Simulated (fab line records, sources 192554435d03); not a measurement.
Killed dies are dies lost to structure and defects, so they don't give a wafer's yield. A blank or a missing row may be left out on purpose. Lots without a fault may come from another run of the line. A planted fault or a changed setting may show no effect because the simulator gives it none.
Chamber matching | flow n5_finfet | N5_HKMG_FIN_ALD_21 on ald_metal-01: 4 sister chambers
The step deposits TiN, target thk 1.5 nm, pulse time 1 s, purge time 3 s. 16 wafers are shown with their chamber, then 8 later ones without.

WAFERS WITH THEIR CHAMBER
wafer  | chamber | heater_power_w (W) | precursor_pulse_height_rel
L075.1 | 0       | 827                | 0.975
L075.3 | 1       | 805                | 0.997
L075.5 | 3       | 824                | 0.995
L077.1 | 0       | 836                | 0.992
L077.3 | 2       | 776                | 0.983
L077.6 | 1       | 762                | 1.001
L080.1 | 0       | 831                | 0.979
L080.3 | 2       | 775                | 0.999
L080.5 | 3       | 786                | 1.016
L086.1 | 3       | 782                | 1.000
L086.3 | 1       | 811                | 1.018
L086.4 | 2       | 764                | 1.015
L090.1 | 3       | 786                | 1.011
L090.2 | 1       | 789                | 0.990
L090.5 | 1       | 794                | 0.993
L091.2 | 2       | 763                | 1.028

SIGNATURES (means of the wafers above)
reading                    | chamber 0 | chamber 1 | chamber 2 | chamber 3 | scatter within a chamber
heater_power_w             | 831.33    | 792.20    | 769.50    | 794.50    | 15.3
precursor_pulse_height_rel | 0.98200   | 0.99980   | 1.00625   | 1.00550   | 0.0131
Rule: a wafer's distance from a chamber is the root of the sum, over the readings, of the square of ((its reading less the chamber's mean) divided by the reading's scatter). The wafer belongs to the nearest chamber; if the next one is less than 2 further off, it can't be placed. The scatter: the root of (the sum of the squares of (reading less its chamber's mean) over the shown wafers, divided by (wafers less chambers)).

WAFERS WITHOUT THEIR CHAMBER
wafer  | heater_power_w (W) | precursor_pulse_height_rel
L091.3 | 826                | 1.026
L091.4 | 804                | 1.025
L094.1 | 819                | 1.019
L094.4 | 782                | 1.000
L094.6 | 786                | 1.023
L097.2 | 789                | 0.989
L097.5 | 838                | 1.034
L097.6 | 788                | 0.980

WHICH CHAMBER EACH WENT THROUGH
wafer  | from the rows above               | in truth
L091.3 | can't be placed: 3 or 1 or 0 or 2 | 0
L091.4 | can't be placed: 3 or 1 or 2      | 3
L094.1 | can't be placed: 3 or 1 or 0 or 2 | 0
L094.4 | can't be placed: 1 or 3 or 2      | 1
L094.6 | can't be placed: 3 or 2 or 1      | 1
L097.2 | can't be placed: 1 or 3 or 2 or 0 | 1
L097.5 | can't be placed: 3 or 1 or 0 or 2 | 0
L097.6 | can't be placed: 1 or 3 or 2 or 0 | 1
Placed correctly: 0 of 8. Can't be placed from these rows: 8 (the true chamber is among the candidates in 8). Placed wrongly: 0.
